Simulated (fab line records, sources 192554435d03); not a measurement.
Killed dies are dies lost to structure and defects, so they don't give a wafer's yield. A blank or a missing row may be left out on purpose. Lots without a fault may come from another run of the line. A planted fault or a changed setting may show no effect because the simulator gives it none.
Chamber matching | flow n5_finfet | N5_BEOL_M15_ETCH_59 on rie_diel-02: 3 sister chambers
The step etches BARC in N2/H2, target depth 89 nm, overetch 26.7 nm, time 67.9 s. 3 wafers are shown with their chamber, then 5 later ones without.

WAFERS WITH THEIR CHAMBER
wafer  | chamber | drypump_motor_current_A (A)
L086.4 | 1       | 5.7
L092.2 | 0       | 5.5
L092.3 | 3       | 6.3

WAFERS WITHOUT THEIR CHAMBER
wafer  | drypump_motor_current_A (A)
L092.6 | 5.5
L088.5 | 5.7
L088.6 | 5.5
L097.1 | 5.4
L097.4 | 6.3

WHICH CHAMBER EACH WENT THROUGH
wafer  | from the rows above | in truth
L092.6 | 0                   | 0
L088.5 | 1                   | 1
L088.6 | 0                   | 0
L097.1 | 0                   | 0
L097.4 | 3                   | 3
Placed correctly: 5 of 5. Can't be placed from these rows: 0. Placed wrongly: 0.
How it was worked out, from the rows above alone: a wafer's distance from a chamber is the root of the sum, over the readings, of the square of ((its reading less the chamber's mean) divided by the reading's scatter). The wafer belongs to the nearest chamber; if the next one is less than 2 further off, it can't be placed. A chamber's mean is the mean of its shown wafers. The scatter: with one shown wafer a chamber, the root of the mean of the squares of how far each hidden wafer lies from its nearest shown one.
